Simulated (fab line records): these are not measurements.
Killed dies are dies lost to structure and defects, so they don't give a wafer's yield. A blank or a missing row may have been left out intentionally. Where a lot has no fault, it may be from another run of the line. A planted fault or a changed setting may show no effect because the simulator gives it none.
fab line records	flow n5-finfet
record: lots: 10	wafers: 30	last-day: 18
route steps=1938 shown BEOL_M6@1209
lots that met no fault: taken from a fault-free run of the same line
start-h: the number of hours between the record's first day and the start of the first shown wafer of the lot	wait-h: hours since the lot's step before	" unchanged from the row above	L1.1+2: one row covering several wafers at once	- no value, or no start given	* or withheld: withheld	< > ~ a bound
route shown NAME@n: names a module that has steps shown in the file, with the first one's number in the route	usual: mean/standard deviation taken from wafers without a fault	same: alike in all rows	chamber/n: place in a boat	sites: the reading at each site	_std_site: standard deviation of those values	_edge_site: mean of outer sites minus mean of inner sites	radius-mm: for every site, how far away it sits from the centre of the wafer	mask NAME#n: copy n	behind: tool/chamber where the wafer was last shaped	hold: why the lot went on hold/how many hours it stayed there/how the hold came to an end	device: names the non-switching transistor (n, p or np)	end of line: the route-end tests of the same wafers	a step with no rows: only its recipe	killed: the dies lost at the first sort to structure and to defects; this is not the yield of the wafer	map: a wafer's dies, x killed, . not, _ none there
set.NAME: the setting that was run; set.NAME@STEP: the one run at that earlier step	model.NAME: the simulator's own value behind a step, which no gauge read
steps of the route over a sample of lots; a table a step, a row a wafer
services: when a tool's chamber went out of use (start-h, in hours from the record's first day, below 0 if earlier), for how many hours, and the reason
== steps ==
step: N5_BEOL_M6_INSPECT_13
recipe: mode: adi	inspect-instrument: brightfield
usual: raw-defect-count: 394/82
lot.wafer	tool	chamber	start-h	wait-h	raw-defect-count
L406.1	defect-inspect-02	-	179.52	0.0	380
L406.4	"	-	"	"	356
L406.5	"	-	"	"	409
L407.2	defect-inspect-02	-	184.76	0.0	328
L407.4	"	-	"	"	386
L407.6	"	-	"	"	274
L408.1	defect-inspect-02	-	195.59	0.0	395
L408.2	"	-	"	"	429
L408.4	"	-	"	"	322
L416.2	defect-inspect-01	-	240.77	0.0	431
L416.4	"	-	"	"	468
L416.5	"	-	"	"	342
L419.1	defect-inspect-02	-	256.59	0.0	421
L419.3	"	-	"	"	294
L419.6	"	-	"	"	372
L422.1	defect-inspect-01	-	275.43	0.0	749
L422.3	"	-	"	"	497
L422.4	"	-	"	"	506
L424.1	defect-inspect-02	-	299.15	0.0	352
L424.2	"	-	"	"	427
L424.4	"	-	"	"	340
L427.3	defect-inspect-01	-	303.03	0.0	358
L427.4	"	-	"	"	397
L427.6	"	-	"	"	375
L428.1	defect-inspect-02	-	324.02	0.0	340
L428.4	"	-	"	"	406
L428.5	"	-	"	"	348
L429.1	defect-inspect-01	-	335.37	0.0	429
L429.3	"	-	"	"	480
L429.5	"	-	"	"	522
step: N5_BEOL_M6_DESCUM_16
recipe: chemistry: O2	time-s: 7.9	source-power-w: 50	bias-power-w: 20	pressure-mtorr: 20	rf-frequency-hz: 2.712e+07	temp-c: 40	resist: CAR-ArF	o2-flow-sccm: 225
usual: drypump-motor-current-A: 5.6/0.42	oes-product-au: 0.80/0.073	rf-fwd-power-W: 49.42/0.26	rf-vpp-V: 243.1/1.5	showerhead-plenum-p-Torr: 2.08/0.077	throttle-valve-pct: 20.39/0.23
lot.wafer	tool	chamber	start-h	wait-h	drypump-motor-current-A	oes-product-au	rf-fwd-power-W	rf-hours-counter-h	rf-vpp-V	showerhead-plenum-p-Torr	throttle-valve-pct
L406.1	rie-diel-01	0	179.56	0.0	6.2	0.69	49.30	225	242.9	2.07	20.81
L406.4	"	1	"	"	5.6	0.70	49.54	224	244.1	2.07	20.56
L406.5	"	0	"	"	6.2	0.69	49.41	-	242.3	2.07	20.82
L407.2	rie-diel-05	2	184.79	0.0	5.6	0.86	49.44	71	241.7	2.02	20.56
L407.4	"	3	"	"	5.0	0.90	49.58	29	245.0	2.22	20.23
L407.6	"	1	"	"	6.1	0.90	48.99	-	243.8	2.14	20.14
L408.1	rie-diel-01	3	195.63	0.0	5.3	0.80	49.15	102	242.2	2.02	20.06
L408.2	"	0	"	"	6.2	0.69	49.32	232	241.7	2.07	20.83
L408.4	"	1	"	"	5.6	0.69	49.28	231	243.9	2.07	20.57
L416.2	rie-diel-01	1	240.82	0.0	5.6	0.68	49.41	246	243.3	2.06	20.59
L416.4	"	3	"	"	5.3	0.78	49.32	119	243.3	2.02	20.08
L416.5	"	1	"	"	5.6	0.68	49.67	-	242.2	2.06	20.58
L419.1	rie-diel-05	3	256.82	0.2	5.0	0.86	49.64	54	245.3	2.21	20.26
L419.3	"	1	"	"	6.1	0.87	49.06	45	243.4	2.13	20.16
L419.6	"	2	"	"	5.7	0.83	49.57	-	241.8	2.01	20.60
L422.1	rie-diel-01	0	275.46	0.0	6.2	0.96	49.15	5	243.4	2.06	20.48
L422.3	"	2	"	"	5.3	0.75	49.39	153	242.6	2.01	20.36
L422.4	"	0	"	"	6.2	0.97	48.81	-	242.2	2.06	20.48
L424.1	rie-diel-05	0	299.25	0.1	5.5	0.81	49.53	78	241.2	2.02	20.19
L424.2	"	1	"	"	6.1	0.85	49.18	60	244.1	2.13	20.19
L424.4	"	2	"	"	5.6	0.81	49.64	111	240.4	2.01	20.63
L427.3	rie-diel-06	3	303.27	0.2	5.7	0.88	49.87	25	243.8	2.14	20.55
L427.4	"	0	"	"	4.8	0.78	49.57	-	245.5	2.20	20.65
L427.6	"	1	"	"	6.3	0.81	49.49	-	245.1	2.21	20.62
L428.1	rie-diel-01	0	324.06	0.0	6.2	0.91	49.35	24	242.5	2.05	20.51
L428.4	"	3	"	"	5.4	0.75	49.06	156	241.2	2.01	20.14
L428.5	"	3	"	"	5.3	0.74	49.13	-	241.3	2.01	20.14
L429.1	rie-diel-01	0	335.45	0.1	6.2	0.90	49.29	27	242.7	2.05	20.51
L429.3	"	3	"	"	5.3	0.75	48.96	160	242.1	2.00	20.15
L429.5	"	2	"	"	5.3	0.72	49.25	-	240.2	2.01	20.37
step: N5_BEOL_M6_VIA_ETCH_34
recipe: chemistry: C4F6/O2	target: SiCOH_lowk	target-depth-a: 1263	mask-material: SOC	taper-deg: 4	time-s: 50.9	ion-energy-ev: 250	pressure-mtorr: 30	source-w: 345	bias-w: 185	Ar_flow_sccm: 300	C4F6_flow_sccm: 10	O2_flow_sccm: 10
usual: C4F6_flow_sccm: 10.00/0.03	bias-w: 185.0/0.48	drypump-motor-current-A: 5.6/0.49	oes-product-au: 0.82/0.07	rf-fwd-power-W: 342.0/1.7	rf-vpp-V: 663/5.6	run-length-s: 74.4/0.52	showerhead-plenum-p-Torr: 2.89/0.1	throttle-valve-pct: 20.93/0.22
lot.wafer	tool	chamber	start-h	wait-h	C4F6_flow_sccm	bias-w	drypump-motor-current-A	oes-product-au	rf-fwd-power-W	rf-hours-counter-h	rf-vpp-V	run-length-s	showerhead-plenum-p-Torr	throttle-valve-pct
L406.1	rie-diel-06	3	180.77	0.0	9.99	184.5	5.7	0.68	343.5	238	670	74.1	2.92	21.32
L406.4	"	0	"	"	10.03	185.1	4.8	0.85	343.3	62	665	75.1	3.00	21.01
L406.5	"	0	"	"	10.03	183.9	4.8	0.84	343.2	-	667	74.9	3.00	21.03
L407.2	rie-diel-05	1	185.92	0.0	9.99	185.1	6.1	0.90	339.5	21	662	75.0	2.89	20.54
L407.4	"	0	"	"	10.01	186.0	5.5	0.86	344.5	40	663	75.4	2.78	20.64
L407.6	"	2	"	"	10.04	185.2	5.7	0.86	340.8	-	656	74.8	2.76	21.09
L408.1	rie-diel-01	1	196.70	0.0	9.93	185.4	5.7	0.69	341.4	231	665	73.7	2.82	21.07
L408.2	"	0	"	"	10.02	185.7	6.2	0.68	341.5	232	658	75.4	2.82	21.33
L408.4	"	3	"	"	9.99	185.1	5.4	0.79	339.3	103	666	73.9	2.76	20.51
L416.2	rie-diel-06	2	242.02	0.0	9.99	185.3	5.8	0.70	339.4	235	657	74.5	2.81	21.12
L416.4	"	0	"	"	10.02	185.7	4.8	0.82	345.1	85	667	81.6	2.98	21.06
L416.5	"	3	"	"	9.93	185.4	5.7	0.98	343.3	-	669	74.0	2.92	20.96
L419.1	rie-diel-05	2	258.29	0.0	10.00	183.8	5.7	0.83	340.8	97	658	74.2	2.75	21.14
L419.3	"	1	"	"	9.98	185.4	6.1	0.86	339.4	46	662	74.8	2.88	20.59
L419.6	"	2	"	"	10.04	184.3	5.7	0.82	340.2	-	657	74.4	2.75	21.15
L422.1	rie-diel-05	1	279.83	0.0	10.00	186.1	6.1	0.85	341.4	54	661	74.5	2.88	20.60
L422.3	"	2	"	"	9.99	184.4	5.7	0.82	340.8	105	657	74.1	2.75	21.15
L422.4	"	3	"	"	10.03	185.5	5.0	0.83	344.6	63	675	73.8	3.01	20.82
L424.1	rie-diel-01	2	302.42	0.0	10.01	184.8	5.3	0.73	342.6	164	659	73.6	2.72	20.71
L424.2	"	1	"	"	9.97	184.7	5.6	0.97	343.2	4	663	73.8	2.81	20.72
L424.4	"	0	"	"	10.01	185.0	6.2	0.93	341.3	17	658	75.6	2.81	21.03
L427.3	rie-diel-05	2	305.80	0.0	9.97	185.0	5.6	0.82	342.6	113	656	74.3	2.75	21.17
L427.4	"	3	"	"	10.03	184.9	5.0	0.83	342.0	71	675	73.6	3.00	20.83
L427.6	"	3	"	"	10.02	184.8	5.0	0.83	342.2	-	674	73.6	3.00	20.82
L428.1	rie-diel-06	3	326.40	0.0	10.00	185.3	5.7	0.88	342.0	36	667	74.2	2.90	21.02
L428.4	"	1	"	"	10.03	184.4	6.3	0.80	342.8	-	659	74.0	3.00	21.11
L428.5	"	2	"	"	9.96	184.5	5.8	0.97	338.3	-	658	74.5	2.80	20.76
L429.1	rie-diel-06	0	337.04	0.0	10.01	184.6	4.8	0.80	341.8	116	667	75.2	2.97	21.11
L429.3	"	2	"	"	10.01	185.4	5.8	0.96	340.7	6	657	75.0	2.80	20.80
L429.5	"	2	"	"	10.00	184.6	5.8	0.95	341.5	-	657	74.2	2.80	20.78
step: N5_BEOL_M6_CURE_75
recipe: temp-c: 370	time-s: 120	ambient: DMADMS/He	material: SiCOH_lowk
usual: lamp-power-pct: 52.31/0.056	wafer_temp_C_max: 371.8/0.61
lot.wafer	tool	chamber	start-h	wait-h	lamp-power-pct	wafer_temp_C_max
L406.1	uv-cure-03	0	181.21	0.0	52.37	371.4
L406.4	"	0	"	"	52.29	372.2
L406.5	"	0	"	"	52.23	371.7
L407.2	uv-cure-03	1	186.41	0.1	52.32	370.7
L407.4	"	1	"	"	52.34	370.7
L407.6	"	1	"	"	52.22	371.4
L408.1	uv-cure-02	1	197.15	0.0	52.32	372.0
L408.2	"	1	"	"	52.21	372.1
L408.4	"	1	"	"	52.30	371.6
L416.2	uv-cure-01	1	242.75	0.3	52.22	372.4
L416.4	"	1	"	"	52.34	372.7
L416.5	"	1	"	"	52.26	371.9
L419.1	uv-cure-01	0	258.74	0.0	52.34	371.6
L419.3	"	0	"	"	52.30	371.7
L419.6	"	0	"	"	52.33	371.4
L422.1	uv-cure-02	0	280.27	0.0	52.29	373.0
L422.3	"	0	"	"	52.33	371.8
L422.4	"	0	"	"	52.17	372.0
L424.1	uv-cure-01	1	302.87	0.0	52.28	372.5
L424.2	"	1	"	"	52.25	372.1
L424.4	"	1	"	"	52.36	371.7
L427.3	uv-cure-03	0	306.35	0.1	52.34	371.1
L427.4	"	0	"	"	52.24	372.0
L427.6	"	0	"	"	52.34	372.2
L428.1	uv-cure-01	1	326.84	0.0	52.29	371.7
L428.4	"	1	"	"	52.30	372.5
L428.5	"	1	"	"	52.25	371.8
L429.1	uv-cure-01	2	337.48	0.0	52.32	371.3
L429.3	"	2	"	"	52.24	371.5
L429.5	"	2	"	"	52.43	371.3
== services ==
tool	chamber	start-h	hours	kind
uv-cure-01	-	165.51	1.1	repair
uv-cure-02	-	180.53	7.5	pm
rie-diel-06	-	186.01	2.8	pm
rie-diel-06	2	193.07	5.0	repair
uv-cure-01	-	208.05	2.8	pm
rie-diel-06	3	217.63	-	clean
rie-diel-06	3	217.63	-	consumable-replace:focus-ring
rie-diel-01	0	246.77	-	clean
rie-diel-01	0	246.77	-	consumable-replace:focus-ring
rie-diel-01	0	246.77	17.1	scheduled-down
rie-diel-01	0	246.77	17.1	vent-cycle
rie-diel-06	0	248.46	12.2	repair
rie-diel-06	2	253.30	11.7	repair
rie-diel-01	1	263.83	-	clean
rie-diel-01	1	263.83	-	consumable-replace:focus-ring
rie-diel-01	1	263.83	23.1	scheduled-down
rie-diel-01	1	263.83	23.1	vent-cycle
uv-cure-02	-	288.75	0.7	repair
rie-diel-06	2	297.24	-	clean
uv-cure-03	-	316.20	3.4	repair
rie-diel-06	0	323.11	6.4	repair
rie-diel-05	-	328.94	1.0	repair
rie-diel-06	1	331.98	7.0	repair
uv-cure-03	-	332.01	4.6	repair
== key ==
first-sign: step: N5_BEOL_M6_VIA_ETCH_34	reading: run-length-s	direction: up	sigmas: 14	usual: *	struck: *
effect none on later readings
met-at N5_BEOL_M6_VIA_ETCH_34
struck-lots L416
struck-wafers L416.4
not-acting-at N5_BEOL_M6_INSPECT_13,N5_BEOL_M6_DESCUM_16,N5_BEOL_M6_CURE_75
onset-between 180.77 242.02
fault: kind: process-parameter-drift	tool: rie-diel-06	chamber: 0	onset-h: 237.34	steps: N5_BEOL_M6_VIA_ETCH_34	channel: time-s	offset: *	shape: step	end-h: 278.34	acts-in: *	stated: *
